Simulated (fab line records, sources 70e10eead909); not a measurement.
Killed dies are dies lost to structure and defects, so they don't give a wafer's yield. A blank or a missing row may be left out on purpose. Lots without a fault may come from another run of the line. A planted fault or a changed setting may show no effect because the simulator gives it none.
fab line records | flow nand_harc
record lots=7 wafers=21 last_day=32
route steps=1302 shown A_CONTACT@1090 A_BLC@1107 END@1302
lots that met no fault: from a run of the same line without faults
start_h: hours from the record's first day to the start of the lot's first wafer shown | wait_h: hours since the lot's step before | " the same as in the row above | L1.1+2: a row that stands for several wafers | - no value, or no start given | * or withheld: withheld | < > ~ a bound
route shown NAME@n: a module of which the file shows steps, and the number in the route of the first | usual: mean/standard deviation of fault-free wafers | same: alike in all rows | chamber/n: place in a boat | sites: the reading at each site | _std_site: their standard deviation | _edge_site: outer sites' mean less inner sites' | radius_mm: how far each site lies from the wafer's centre | mask NAME#n: copy n | behind: the tool/chamber that last shaped the wafer | hold: why the lot was held/for how many hours/how that ended | device: the transistor (n, p or np) that didn't switch | end of line: the same wafers' tests at the end of the route | a step without rows: its recipe alone | killed: dies lost to structure and defects at the first sort, not the wafer's yield | map: a wafer's dies, x killed, . not, _ none there
set.NAME: the setting as run; set.NAME@STEP: as run at that earlier step | model.NAME: the simulator's own value behind a step, which no gauge read
lots at some steps of the route; a table a step, a row a wafer
services: from which hour (start_h, from the record's first day; less than 0 if before it) a tool's chamber was out of use, for how many hours, and why
## steps
# step NHARC_A_CONTACT_ETCH_138
# recipe source_w=withheld pressure_mtorr=20 bias_v=1200 time_s=311 target_depth_a=19140 ar_flow_sccm=withheld c4f8_flow_sccm=withheld o2_flow_sccm=withheld chemistry=C4F8/O2/Ar
# step NHARC_A_CONTACT_ETCH_139
# recipe source_w=withheld pressure_mtorr=20 bias_v=400 time_s=195 target_depth_a=8400 ar_flow_sccm=withheld c4f8_flow_sccm=11.5 o2_flow_sccm=7.2 chemistry=C4F8/O2/Ar
# usual oes_air_line_au=1.001/0.022
# columns lot.wafer tool chamber start_h wait_h oes_air_line_au rf_hours_counter_h
L535.1 har_cap_etch-03 0 505.43 0.2 0.995 41
L535.2 " 1 " " 0.999 41
L535.4 " 0 " " 0.984 -
L540.3 har_cap_etch-03 1 559.03 0.2 0.994 -
L540.4 " 0 " " 0.987 -
L540.5 " 1 " " 0.982 -
L542.2 har_cap_etch-01 1 577.89 0.2 1.015 10
L542.1 " 0 " " 1.014 10
L542.3 " 0 " " 1.007 -
L541.1 har_cap_etch-03 0 579.23 0.2 0.975 55
L541.4 " 1 " " 0.996 -
L541.6 " 0 " " 1.009 -
L545.1 har_cap_etch-01 0 613.13 0.2 1.000 18
L545.4 " 1 " " 0.980 -
L545.5 " 1 " " 0.975 -
L550.4 har_cap_etch-01 1 646.90 0.3 0.995 -
L550.5 " 0 " " 0.992 -
L550.6 " 1 " " 1.018 -
L553.1 har_cap_etch-02 0 706.56 0.2 0.961 130
L553.3 " 0 " " 0.974 -
L553.5 " 0 " " 1.017 -
# step NHARC_A_CONTACT_ETCH_92
# recipe target_depth_a=400 over_etch_frac=0.5 time_s=85.7 ion_energy_ev=120 ch3f_flow_sccm=50 o2_flow_sccm=30 ar_flow_sccm=200 rf_w=500 bias_w=100 chemistry=CH3F/O2
# usual bias_w=100.0/0.3 drypump_motor_current_A=5.91/0.27 oes_product_au=0.925/0.02 rf_fwd_power_W=495.1/2 rf_vpp_V=243.5/1.3 showerhead_plenum_p_Torr=2.40/0.073 throttle_valve_pct=20.663/0.0094
# columns lot.wafer tool chamber start_h wait_h bias_w drypump_motor_current_A oes_product_au rf_fwd_power_W rf_hours_counter_h rf_vpp_V showerhead_plenum_p_Torr throttle_valve_pct
L535.4 rie_diel-08 0 505.98 0.4 99.9 6.06 0.921 492.9 18 244.6 2.48 20.654
L535.2 " 1 " " 99.6 6.07 0.960 494.4 22 245.1 2.46 20.672
L535.1 " 3 " " 99.4 5.59 0.916 497.2 22 241.4 2.31 20.660
L540.3 rie_diel-05 2 559.49 0.4 100.0 6.10 0.929 496.6 55 244.4 2.41 20.677
L540.4 " 0 " " 99.9 5.40 0.906 495.1 48 244.1 2.38 20.652
L540.5 " 3 " " 100.5 5.77 0.926 494.7 - 242.7 2.36 20.679
L542.3 rie_diel-12 1 578.44 0.4 100.2 5.82 0.944 495.2 43 244.7 2.44 20.657
L542.2 " 2 " " 99.8 5.80 0.910 497.9 40 243.7 2.44 20.641
L542.1 " 3 " " 99.8 5.59 0.907 498.3 34 240.2 2.32 20.635
L541.1 rie_diel-12 3 579.83 0.5 100.0 5.60 0.904 498.5 34 241.4 2.32 20.661
L541.6 " 1 " " 99.8 5.83 0.936 493.7 - 242.8 2.44 20.672
L541.4 " 3 " " 100.2 5.59 0.903 495.0 - 242.0 2.32 20.672
L545.4 rie_diel-08 3 613.70 0.4 100.0 5.62 0.921 493.3 12 243.5 2.30 20.650
L545.1 " 1 " " 100.0 6.06 0.928 495.8 10 244.5 2.46 20.664
L545.5 " 2 " " 100.0 6.33 0.926 493.6 - 243.6 2.49 20.641
L550.5 rie_diel-05 0 647.43 0.4 100.4 5.43 0.924 497.5 - 242.9 2.37 20.658
L550.6 " 1 " " 99.6 6.04 0.904 494.3 - 241.4 2.28 20.664
L550.4 " 2 " " 100.0 6.11 0.929 494.1 - 244.4 2.40 20.668
L553.3 rie_diel-08 0 707.10 0.4 100.2 6.04 0.927 495.1 30 244.5 2.46 20.655
L553.1 " 1 " " 100.3 6.05 0.928 493.9 28 243.8 2.45 20.663
L553.5 " 2 " " 100.2 6.33 0.914 491.1 - 243.3 2.49 20.656
# step NHARC_A_CONTACT_ETCH_98
# recipe target_depth_a=200 over_etch_frac=0.5 time_s=10 ion_energy_ev=250 c4f6_flow_sccm=25 o2_flow_sccm=20 ar_flow_sccm=500 rf_w=600 bias_w=500 chemistry=C4F6/O2
# usual bias_w=500.0/1.6 c4f6_flow_sccm=25.01/0.078 drypump_motor_current_A=5.92/0.26 oes_product_au=0.946/0.017 rf_fwd_power_W=586.2/2.3 rf_vpp_V=545.0/2.3 showerhead_plenum_p_Torr=3.83/0.11 throttle_valve_pct=26.904/0.0086
# columns lot.wafer tool chamber start_h wait_h bias_w c4f6_flow_sccm drypump_motor_current_A oes_product_au rf_fwd_power_W rf_hours_counter_h rf_vpp_V showerhead_plenum_p_Torr throttle_valve_pct
L535.2 rie_diel-08 1 - - 501.6 24.97 6.07 0.967 588.1 22 547.3 3.93 26.914
L535.4 " 3 " " 500.9 25.07 5.63 0.941 584.4 22 541.5 3.70 26.891
L535.1 " 0 " " 499.8 25.02 6.04 0.952 583.5 18 548.0 3.95 26.907
L540.4 rie_diel-05 2 - - 499.4 25.08 6.06 0.946 583.9 55 544.2 3.85 26.884
L540.3 " 3 " " 499.9 25.03 5.82 0.962 587.7 52 545.0 3.77 26.895
L540.5 " 2 " " 497.0 24.96 6.06 0.962 584.5 - 546.9 3.86 26.893
L542.3 rie_diel-12 2 578.61 0.1 501.9 25.06 5.82 0.923 586.2 40 546.9 3.90 26.915
L542.2 " 3 " " 501.7 24.94 5.62 0.916 590.0 34 540.2 3.71 26.899
L542.1 " 1 " " 499.9 24.96 5.83 0.958 589.4 43 546.0 3.90 26.913
L541.1 rie_diel-12 1 579.96 0.1 500.5 25.04 5.81 0.954 588.0 43 547.6 3.90 26.891
L541.4 " 1 " " 498.8 25.16 5.83 0.960 589.7 - 546.7 3.90 26.898
L541.6 " 3 " " 498.1 25.20 5.60 0.927 588.8 - 541.8 3.71 26.885
L545.1 rie_diel-08 3 - - 499.7 25.05 5.63 0.944 584.6 12 541.2 3.68 26.906
L545.4 " 0 " " 500.1 25.20 6.05 0.942 584.2 10 546.4 3.94 26.906
L545.5 " 0 " " 499.6 25.20 6.05 0.950 583.4 - 548.3 3.94 26.913
L550.6 rie_diel-05 1 647.54 0.1 497.5 25.10 6.06 0.952 585.0 - 542.2 3.65 26.896
L550.4 " 2 " " 499.8 25.09 6.06 0.977 585.1 - 546.3 3.84 26.898
L550.5 " 0 " " 500.4 24.99 5.40 0.969 585.1 - 544.9 3.79 26.913
L553.1 rie_diel-08 3 - - 502.1 24.91 5.60 0.949 586.7 28 541.3 3.67 26.902
L553.3 " 1 " " 500.2 24.92 6.07 0.938 587.0 28 546.7 3.91 26.903
L553.5 " 0 " " 500.3 24.98 6.05 0.937 586.1 - 546.7 3.93 26.907
# step NHARC_A_CONTACT_CD_MEAS_15
# usual cd_nm=190.1/0.69
# columns lot.wafer tool chamber start_h wait_h cd_nm
L535.1 cd_sem-03 - 506.20 - 190.4
L535.2 " - " " 190.2
L535.4 " - " " 189.8
L540.3 cd_sem-01 - 559.71 - 191.0
L540.4 " - " " 190.0
L540.5 " - " " 190.5
L542.1 cd_sem-01 - 578.70 - 189.3
L542.2 " - " " 188.6
L542.3 " - " " 189.5
L541.1 cd_sem-02 - 580.04 - 190.2
L541.4 " - " " 190.3
L541.6 " - " " 189.7
L545.1 cd_sem-01 - 613.90 - 191.2
L545.4 " - " " 190.3
L545.5 " - " " 190.1
L550.4 cd_sem-02 - 647.63 - 190.2
L550.5 " - " " 190.3
L550.6 " - " " 190.7
L553.1 cd_sem-02 - 707.29 - 191.1
L553.3 " - " " 190.6
L553.5 " - " " 190.6
# step NHARC_A_CONTACT_STRIP_107
# recipe n2_flow_sccm=150 h2_flow_sccm=150 ar_flow_sccm=0 bias_w=0 chemistry=N2/H2
# step NHARC_A_CONTACT_STRIP_108
# recipe cf4_flow_sccm=100 chf3_flow_sccm=30 ar_flow_sccm=0 bias_w=0 chemistry=CF4/CHF3
# step NHARC_A_CONTACT_STRIP_109
# recipe o2_flow_sccm=400 cos_flow_sccm=20 ar_flow_sccm=0 bias_w=0 chemistry=O2/COS
# step NHARC_A_CONTACT_ETCH_110
# recipe target_depth_a=600 overetch_a=60 time_s=33 ion_energy_ev=100 cf4_flow_sccm=80 o2_flow_sccm=20 ar_flow_sccm=0 rf_w=300 bias_w=100 chemistry=CF4/O2
# step NHARC_A_CONTACT_STRIP_26
# recipe o2_flow_sccm=500 ar_flow_sccm=0 bias_w=0 chemistry=O2
# step NHARC_A_CONTACT_STRIP_27
# recipe time_s=600 temp_c=30 chemistry=post_etch_residue_remover
# step NHARC_A_CONTACT_ALD_18
# recipe target_thk_a=30 pulse_time_s=1 ald_cycles=150 temp_c=450 material=TiN
# step NHARC_A_CONTACT_CVD_19
# recipe target_thk_a=3000 temp_c=300 pressure_torr=40 wf6_flow_sccm=40 h2_flow_sccm=1600 ar_flow_sccm=1560 time_s=802 material=W
# usual heater_power_w=457/38 throttle_valve_pct=8.06/0.24
# columns lot.wafer tool chamber start_h wait_h heater_power_w throttle_valve_pct
L535.2 cvd_w-01 1 507.34 - 525 7.85
L535.1 " 0 " " 434 8.52
L535.4 " 1 " " 514 8.22
L540.3 cvd_w-02 1 561.09 - 463 7.79
L540.4 " 0 " " 415 8.15
L540.5 " 0 " " 415 7.89
L542.1 cvd_w-02 0 579.93 - 412 8.34
L542.2 " 1 " " 467 7.87
L542.3 " 1 " " 462 7.93
L541.1 cvd_w-02 0 581.40 - 415 8.06
L541.4 " 1 " " 461 7.91
L541.6 " 1 " " 459 8.19
L545.1 cvd_w-02 0 615.13 - 404 8.21
L545.4 " 0 " " 412 8.08
L545.5 " 1 " " 470 8.11
L550.4 cvd_w-01 0 649.23 - 436 8.23
L550.6 " 1 " " 489 8.14
L550.5 " 0 " " 443 8.04
L553.1 cvd_w-02 1 708.61 - 481 7.66
L553.3 " 0 " " 412 8.10
L553.5 " 0 " " 405 8.17
# step NHARC_A_CONTACT_CMP_20
# recipe t_overpolish_s=30 target_thk_nm=300
# step NHARC_A_CONTACT_SRD_22
# step NHARC_A_BLC_DEHYDRATE_00
# recipe temp_c=150 time_s=120
# step NHARC_A_BLC_HMDS_01
# recipe time_s=30
# step NHARC_A_BLC_COAT_02
# recipe temp_c=260 time_s=75
# step NHARC_A_BLC_COAT_03
# recipe temp_c=225 time_s=65
# step NHARC_A_BLC_COAT_04
# recipe spin_rpm=1500 resist_thk_nm=90
# step NHARC_A_BLC_SOFTBAKE_05
# recipe temp_c=105 time_s=55
# step NHARC_A_BLC_EBR_06
# step NHARC_A_BLC_EXPOSE_07
# recipe na=1.35 target_cd_nm=100 dose_mj=67.97 mask_id=A_BLC
# step NHARC_A_BLC_PEB_08
# recipe peb_temp_c=100 peb_time_s=65
# step NHARC_A_BLC_DEVELOP_09
# recipe develop_time_s=35 dev_temp_c=23
# step NHARC_A_BLC_CD_MEAS_10
# recipe target_cd_nm=100 landing_energy_ev=500
# usual cd_nm=100.4/0.84
# columns lot.wafer tool chamber start_h wait_h cd_nm
L535.1 cd_sem-01 0 509.14 - 99.9
L535.2 " 0 " " 101.3
L535.4 " 0 " " 101.0
L540.3 cd_sem-03 0 562.52 - 99.9
L540.4 " 0 " " 99.7
L540.5 " 0 " " 100.3
L542.1 cd_sem-02 0 581.72 - 99.5
L542.2 " 0 " " 99.1
L542.3 " 0 " " 100.5
L541.1 cd_sem-01 0 583.07 - 100.4
L541.4 " 0 " " 101.3
L541.6 " 0 " " 102.1
L545.1 cd_sem-02 0 616.81 - 100.4
L545.4 " 0 " " 99.6
L545.5 " 0 " " 100.4
L550.4 cd_sem-01 0 650.53 - 99.9
L550.5 " 0 " " 101.1
L550.6 " 0 " " 99.8
L553.1 cd_sem-02 0 710.29 - 100.4
L553.3 " 0 " " 100.5
L553.5 " 0 " " 100.5
# step NHARC_A_BLC_OVL_MEAS_11
# usual overlay_x_nm=-0.2/0.73 overlay_y_nm=-0.1/0.68
# columns lot.wafer tool chamber start_h wait_h overlay_x_nm overlay_y_nm
L535.1 overlay-02 - 509.22 - -0.9 -0.1
L535.2 " - " " -0.9 -0.5
L535.4 " - " " -1.1 -0.6
L540.3 overlay-01 - 562.60 - 1.8 0.5
L540.4 " - " " 0.5 0.5
L540.5 " - " " 0.9 0.6
L542.1 overlay-01 - 581.81 - -1.1 0.2
L542.2 " - " " -0.4 0.8
L542.3 " - " " -0.7 0.6
L541.1 overlay-01 - 583.16 - -1.1 0.1
L541.4 " - " " -1.2 0.4
L541.6 " - " " -1.2 0.0
L545.1 overlay-02 - 616.89 - 0.4 -0.5
L545.4 " - " " 0.4 -0.3
L545.5 " - " " 0.0 -1.1
L550.4 overlay-01 - 650.62 - -1.0 -1.6
L550.5 " - " " -0.5 -1.1
L550.6 " - " " -0.6 -0.9
L553.1 overlay-02 - 710.38 - 0.3 0.1
L553.3 " - " " 0.6 -0.2
L553.5 " - " " 0.0 -0.3
# step NHARC_A_BLC_DESCUM_15
# recipe time_s=3 o2_flow_sccm=200 ar_flow_sccm=0 bias_power_w=0 chemistry=O2
# step NHARC_A_BLC_ETCH_16
# recipe target_depth_a=390 over_etch_frac=0.3 time_s=65 ion_energy_ev=80 cf4_flow_sccm=150 ar_flow_sccm=0 rf_w=300 bias_w=100 chemistry=CF4
# step NHARC_A_BLC_ETCH_17
# recipe target_depth_a=3900 over_etch_frac=0.25 time_s=609.38 ion_energy_ev=200 n2_flow_sccm=150 h2_flow_sccm=150 ar_flow_sccm=0 rf_w=400 bias_w=150 chemistry=N2/H2
# step NHARC_A_BLC_ETCH_18
# recipe target_depth_a=9100 c4f8_flow_sccm=20 o2_flow_sccm=10 ar_flow_sccm=withheld rf_w=600 bias_w=1500 chemistry=C4F8/O2/Ar
# step NHARC_A_BLC_CD_MEAS_19
# usual cd_nm=99.9/2.6
# columns lot.wafer tool chamber start_h wait_h cd_nm
L535.1 cd_sem-01 - 510.29 - 99.7
L535.2 " - " " 98.4
L535.4 " - " " 104.2
L540.3 cd_sem-01 - 563.67 - 101.5
L540.4 " - " " 101.0
L540.5 " - " " 96.9
L542.1 cd_sem-01 - 582.87 - 96.5
L542.2 " - " " 98.5
L542.3 " - " " 100.3
L541.1 cd_sem-02 - 584.22 - 100.9
L541.4 " - " " 102.9
L541.6 " - " " 102.6
L545.1 cd_sem-02 - 617.96 - 100.9
L545.4 " - " " 95.8
L545.5 " - " " 99.9
L550.4 cd_sem-02 - 651.94 - 101.6
L550.5 " - " " 102.4
L550.6 " - " " 97.3
L553.1 cd_sem-01 - 711.45 - 101.1
L553.3 " - " " 97.8
L553.5 " - " " 104.1
# step NHARC_A_BLC_STRIP_29
# recipe cf4_flow_sccm=150 ar_flow_sccm=0 bias_w=0 chemistry=CF4
# step NHARC_A_BLC_STRIP_21
# recipe o2_flow_sccm=500 ar_flow_sccm=0 bias_w=0 chemistry=O2
# step NHARC_A_BLC_STRIP_22
# recipe time_s=600 temp_c=30 chemistry=post_etch_residue_remover
# step NHARC_A_BLC_DEGAS_30
# recipe temp_c=300 time_s=60
# usual heater_power_w=479/41
# columns lot.wafer tool chamber start_h wait_h heater_power_w
L535.2 pvd_sputter-01 - 510.89 - 500
L535.1 " - " " 450
L535.4 " - " " 527
L540.4 pvd_sputter-03 - 564.28 - 436
L540.3 " - " " 467
L540.5 " - " " 430
L542.2 pvd_sputter-03 - 583.48 - 420
L542.1 " - " " 466
L542.3 " - " " 424
L541.1 pvd_sputter-02 - 584.82 - 460
L541.4 " - " " 427
L541.6 " - " " 469
L545.4 pvd_sputter-01 - 618.56 - 522
L545.1 " - " " 457
L545.5 " - " " 489
L550.4 pvd_sputter-01 - 652.59 - 506
L550.6 " - " " 540
L550.5 " - " " 451
L553.1 pvd_sputter-01 - 712.06 - 540
L553.3 " - " " 470
L553.5 " - " " 480
# step NHARC_A_BLC_PRE_CLEAN_31
# recipe time_s=15 bias_v=250 gas=Ar
# step NHARC_A_BLC_PVD_32
# recipe target_thk_a=50 chamber_pressure_pa=5 power_w=5000 substrate_temp_c=200 time_s=17.7 material=Ti
# step NHARC_A_BLC_ALD_23
# recipe target_thk_a=30 pulse_time_s=1 ald_cycles=150 temp_c=450 material=TiN
# usual heater_power_w=1074/88 precursor_pulse_height_rel=1.001/0.02
# same pulse_time_s=1
# columns lot.wafer tool chamber start_h wait_h heater_power_w precursor_pulse_height_rel
L535.2 ald_metal-03 1 511.13 - 1082 1.009
L535.4 " 2 " " 952 0.981
L535.1 " 3 " " 1180 0.998
L540.3 ald_metal-04 0 564.54 - 1009 1.013
L540.4 " 2 " " 879 0.979
L540.5 " 0 " " 1015 1.013
L542.1 ald_metal-02 0 583.72 - 1179 0.996
L542.3 " 1 " " 1274 0.984
L542.2 " 2 " " 1083 1.043
L541.1 ald_metal-04 3 585.06 - 1124 1.006
L541.4 " 1 " " 1028 1.008
L541.6 " 0 " " 1017 1.024
L545.1 ald_metal-03 0 618.82 - 1162 1.007
L545.4 " 1 " " 1058 0.980
L545.5 " 3 " " 1095 1.004
L550.4 ald_metal-03 0 652.86 - 1147 1.020
L550.6 " 2 " " 1015 1.036
L550.5 " 3 " " 1098 0.970
L553.3 ald_metal-02 0 712.29 - 1132 1.026
L553.1 " 3 " " 1007 0.979
L553.5 " 1 " " 1210 0.989
# step NHARC_END_SORT_01
# recipe temp_c=25
# usual killed_at_array=52/19 killed_at_other=1.0/1.2 killed_at_periphery=4.1/2.8 killed_dies=57/19 killed_open=3.1/1.7 killed_short=2.5/1.5
# same gross_dies=677
# columns lot.wafer tool chamber start_h wait_h killed_at_array killed_at_other killed_at_periphery killed_dies killed_open killed_short
L535.1 prober-01 0 549.19 2.5 90 1 6 97 4 5
L535.2 prober-01 0 550.00 2.8 103 2 2 107 3 5
L535.4 prober-01 0 551.62 3.4 96 0 7 103 2 2
L540.3 prober-02 0 607.23 3.1 54 1 3 58 0 2
L540.4 prober-02 0 608.02 3.4 51 0 3 54 2 1
L540.5 prober-02 0 608.82 3.7 59 0 9 68 5 7
L542.1 prober-01 0 624.31 2.5 175 2 2 179 2 5
L542.2 prober-01 0 625.11 2.8 121 0 6 127 6 4
L542.3 prober-01 0 625.91 3.1 132 1 3 136 3 2
L541.1 prober-02 0 624.35 2.5 161 2 2 165 5 4
L541.4 prober-02 0 626.76 3.4 127 0 1 128 2 2
L541.6 prober-02 0 628.37 4.0 116 0 1 117 4 2
L545.1 prober-02 0 662.07 2.5 170 1 2 173 5 4
L545.4 prober-02 0 664.44 3.4 154 1 3 158 3 1
L545.5 prober-02 0 665.23 3.7 74 0 4 78 1 1
L553.1 prober-01 0 761.31 2.5 28 0 1 29 2 2
L553.3 prober-01 0 762.90 3.1 38 2 1 41 2 2
L553.5 prober-01 0 764.48 3.7 37 1 3 41 3 0
# killed by level:class
L535.1 A_CHANNEL_HOLE_D1:chamber_film_flake=38 A_CHANNEL_HOLE_D2:chamber_film_flake=21 A_SLIT:chamber_film_flake=11 A_STAIRCASE:chamber_film_flake=8 A_CHANNEL_FILL_D2:chamber_film_flake=5 P_M2:chamber_film_flake=2 P_M0:geometric_particle:short=1 P_M1:geometric_particle:open=1
L535.2 A_CHANNEL_HOLE_D2:chamber_film_flake=35 A_SLIT:chamber_film_flake=20 A_CHANNEL_HOLE_D1:chamber_film_flake=19 A_STAIRCASE:chamber_film_flake=8 A_CHANNEL_FILL_D2:chamber_film_flake=7 A_M0:chamber_film_flake=3 A_ONON_D1:geometric_particle:short=1 A_CHANNEL_FILL_D1:geometric_particle:open=1
L535.4 A_SLIT:chamber_film_flake=31 A_CHANNEL_HOLE_D2:chamber_film_flake=28 A_CHANNEL_HOLE_D1:chamber_film_flake=22 A_STAIRCASE:chamber_film_flake=7 A_CONTACT:chamber_film_flake=3 P_GATE:chamber_film_flake=2 P_M1:chamber_film_flake=2 P_M2:chamber_film_flake=2
L540.3 A_CHANNEL_HOLE_D1:chamber_film_flake=31 A_CHANNEL_HOLE_D2:chamber_film_flake=6 A_CONTACT:chamber_film_flake=6 A_STAIRCASE:chamber_film_flake=3 P_M2:chamber_film_flake=2 A_DECK1_JOINT:chamber_film_flake=2 A_CHANNEL_FILL_D2:chamber_film_flake=2 A_CHANNEL_HOLE_D2:geometric_particle:short=1
L540.4 A_CHANNEL_HOLE_D1:chamber_film_flake=29 A_CHANNEL_HOLE_D2:chamber_film_flake=9 A_CHANNEL_FILL_D2:chamber_film_flake=4 P_M2:chamber_film_flake=2 A_DECK1_JOINT:chamber_film_flake=2 A_CONTACT:chamber_film_flake=2 A_CHANNEL_HOLE_D1:geometric_particle:short=1 A_DECK1_JOINT:geometric_particle:open=1
L540.5 A_CHANNEL_HOLE_D1:chamber_film_flake=38 A_CHANNEL_HOLE_D2:chamber_film_flake=6 P_M2:chamber_film_flake=5 A_CHANNEL_FILL_D1:geometric_particle:short=2 A_WL_FILL:geometric_particle:open=2 P_STI:chamber_film_flake=2 P_GATE:geometric_particle:short=1 A_ONON_D2:geometric_particle:short=1
L542.1 A_CONTACT:unspecified=100 A_SLIT:chamber_film_flake=31 A_CHANNEL_HOLE_D2:chamber_film_flake=22 A_CONTACT:chamber_film_flake=5 A_STAIRCASE:chamber_film_flake=4 A_WL_FILL:chamber_film_flake=4 A_CHANNEL_FILL_D1:chamber_film_flake=2 P_M0:geometric_particle:short=1
L541.1 A_CONTACT:unspecified=99 A_CHANNEL_HOLE_D1:chamber_film_flake=36 A_CHANNEL_HOLE_D2:chamber_film_flake=11 A_CONTACT:chamber_film_flake=4 A_DECK1_JOINT:chamber_film_flake=2 P_GATE:geometric_particle:open=1 A_ONON_D1:geometric_particle:short=1 A_ONON_D1:geometric_particle:open=1
L542.2 A_CONTACT:unspecified=57 A_CHANNEL_HOLE_D2:chamber_film_flake=35 A_STAIRCASE:chamber_film_flake=5 A_CONTACT:chamber_film_flake=5 A_SLIT:chamber_film_flake=4 A_CHANNEL_HOLE_D1:chamber_film_flake=3 P_M0:geometric_particle:open=2 P_GATE:chamber_film_flake=2
L542.3 A_CONTACT:unspecified=55 A_CHANNEL_HOLE_D2:chamber_film_flake=38 A_SLIT:chamber_film_flake=14 A_CONTACT:chamber_film_flake=8 A_CHANNEL_HOLE_D1:chamber_film_flake=5 A_STAIRCASE:chamber_film_flake=5 P_GATE:chamber_film_flake=2 A_SGD_CUT:chamber_film_flake=2
L541.4 A_CONTACT:unspecified=64 A_CHANNEL_HOLE_D1:chamber_film_flake=33 A_CHANNEL_HOLE_D2:chamber_film_flake=14 A_CONTACT:chamber_film_flake=5 A_STAIRCASE:chamber_film_flake=3 A_DECK1_JOINT:chamber_film_flake=2 P_STI:geometric_particle:open=1 A_ONON_D2:geometric_particle:open=1
L541.6 A_CONTACT:unspecified=62 A_CHANNEL_HOLE_D1:chamber_film_flake=38 A_CONTACT:chamber_film_flake=4 A_ZERO_WELL:chamber_film_flake=3 A_CHANNEL_FILL_D2:geometric_particle:open=2 A_CHANNEL_HOLE_D1:geometric_particle:open=1 A_CHANNEL_HOLE_D1:geometric_particle:short=1 A_CHANNEL_FILL_D1:geometric_particle:open=1
L545.1 A_CONTACT:unspecified=104 A_SLIT:chamber_film_flake=34 A_CHANNEL_HOLE_D1:chamber_film_flake=10 A_CHANNEL_HOLE_D2:chamber_film_flake=9 A_ZERO_WELL:chamber_film_flake=3 A_M0:geometric_particle:open=2 P_M0:geometric_particle:short=1 A_DECK1_JOINT:geometric_particle:short=1
L545.4 A_CONTACT:unspecified=105 A_SLIT:chamber_film_flake=27 A_CHANNEL_HOLE_D2:chamber_film_flake=12 P_GATE:chamber_film_flake=3 A_CHANNEL_FILL_D1:chamber_film_flake=2 A_CONTACT:chamber_film_flake=2 A_ONON_D1:geometric_particle:open=1 A_DECK1_JOINT:geometric_particle:open=1
L545.5 A_CONTACT:unspecified=58 A_SLIT:chamber_film_flake=5 A_CHANNEL_HOLE_D2:chamber_film_flake=3 P_GATE:chamber_film_flake=2 A_CHANNEL_HOLE_D1:chamber_film_flake=2 P_M0:geometric_particle:open=1 A_ONON_D1:geometric_particle:short=1 P_BONDPAD:chamber_film_flake=1
L553.1 A_SLIT:chamber_film_flake=8 A_CONTACT:chamber_film_flake=6 A_CHANNEL_HOLE_D1:chamber_film_flake=5 A_ZERO_WELL:chamber_film_flake=2 A_CHANNEL_FILL_D1:chamber_film_flake=2 A_CHANNEL_FILL_D1:geometric_particle:short=1 A_WL_FILL:geometric_particle:short=1 A_WL_FILL:geometric_particle:open=1
L553.3 A_CHANNEL_HOLE_D1:chamber_film_flake=18 A_SLIT:chamber_film_flake=11 A_CONTACT:chamber_film_flake=3 A_STAIRCASE:chamber_film_flake=2 THIN_TSV:chamber_film_flake=2 P_M1:geometric_particle:short=1 A_CHANNEL_HOLE_D1:geometric_particle:open=1 A_DECK1_JOINT:geometric_particle:short=1
L553.5 A_CHANNEL_HOLE_D1:chamber_film_flake=14 A_SLIT:chamber_film_flake=8 A_CONTACT:chamber_film_flake=8 P_STI:chamber_film_flake=2 A_STAIRCASE:chamber_film_flake=2 P_CONTACT:geometric_particle:open=1 A_BLC:geometric_particle:open=1 A_M0:geometric_particle:open=1
# map L541.1 (x killed, . not)
____________.____________
_________......._________
_______.........x._______
______...........xx______
_____..........xxxxx_____
____...........xxxxxx____
____.........xxxxxxxx____
___..........xxxxxxxxx___
___..........xxxxxxxxx___
__......x....xxxxxxxxx.__
__...........xxxxxxxxxx__
_.x....x......xxxxxxxx.._
_....x.x.....xxxxxxxxx.._
_...xx........xxxxxxxx.._
_....x...x.x..xxxxxxx..._
_..........x.x.xxx.xx..._
......x..xx.xx...xxx.....
..xx.xx.........x...x....
..x...x..x.xxx.x...xx....
x........xxxx.x..........
..........xx..xx.........
_.........x.xxx........._
_......x..xxxxxx........_
_.........xx.xx........._
_...........xx.........._
_.........x............._
__.....................__
__................x....__
___..............x....___
___..............x....___
____.................____
____.......x.........____
_____..............._____
______........x....______
_______.......x..._______
_________......._________
____________.____________
# map L542.1 (x killed, . not)
____________.____________
_________......._________
_______.........x._______
______........xx.xx______
_____...........xxxx_____
____........x.xxxxxxx____
____.x........xxxxxxx____
___..........xxxxxxxxx___
___..........xxxxxxxxx___
__.........x.xxxxxxxxxx__
__....x.x.....xxxxxxxxx__
_.x...xx.....xxxxxxxxxxx_
_....xxx.....xxxxxxxxxxx_
_.xxxxxx......xxxxxx.xxx_
_..xxxx.x....xxxxxxxxxxx_
_...xx..x.......xxxx.xxx_
....xx.x..x.....x.xxxxxxx
....x.xx........x....x...
......x..............x.xx
..x.....x..............x.
..x.......x..............
_x......................_
_......................._
_xx....x...............x_
_..x..................x._
_........x......x......._
__.................x..x__
__.......x.............__
___.......x...........___
___...................___
____......x......xx..____
____................x____
_____..............._____
______.......x.....______
_______x.........._______
_________......._________
____________.____________
## services
# columns tool chamber start_h hours kind
rie_diel-08 2 487.02 3.5 repair
rie_diel-05 0 488.97 8.7 repair
cvd_w-02 - 500.14 13.0 pm
cvd_w-02 - 530.18 1.0 repair
rie_diel-08 - 544.86 9.0 pm
pvd_sputter-01 - 563.13 6.5 repair
rie_diel-12 0 576.81 15.6 repair
rie_diel-08 0 578.58 4.5 repair
rie_diel-05 - 583.62 9.0 pm
pvd_sputter-01 - 588.40 10.0 pm
rie_diel-12 - 598.60 0.9 repair
pvd_sputter-01 - 603.30 0.6 repair
rie_diel-12 1 603.50 19.8 repair
rie_diel-12 - 625.01 9.0 pm
pvd_sputter-01 - 631.36 3.2 repair
rie_diel-08 3 639.83 13.3 repair
rie_diel-05 3 643.44 9.1 repair
cvd_w-02 - 643.50 1.4 repair
cvd_w-02 - 647.78 0.8 repair
cvd_w-02 - 652.02 1.5 repair
rie_diel-08 3 656.70 1.3 repair
rie_diel-08 1 679.84 5.6 repair
cvd_w-02 - 681.14 13.0 pm
rie_diel-08 2 682.15 12.8 repair
## key
first_sign step=NHARC_END_SORT_01 reading=killed_at_array direction=up sigmas=4.5 usual=52 struck=137
effect step=NHARC_END_SORT_01 reading=killed_dies direction=up sigmas=4.4 usual=57 struck=140
more_kills_born_at NHARC_A_CONTACT_CVD_19@cvd_w-02=704
met_at NHARC_A_CONTACT_CVD_19
struck_wafers L541.1,L541.4,L541.6,L542.1,L542.2,L542.3,L545.1,L545.4,L545.5
tester_left_out L541,L542,L545
fault kind=chamber_particle_source tool=cvd_w-02 chamber=- onset_h=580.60 steps=NHARC_A_CONTACT_CVD_19 rate_per_visit_cm2=2.2193 end_h=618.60
# tester_left_out: of these lots the tester's yield and bins aren't shown, on N5 and GAA mostly nor the transistor test; their killed dies are dies lost to structure and defects alone, not to doping, threshold or leakage, so they don't give the yield
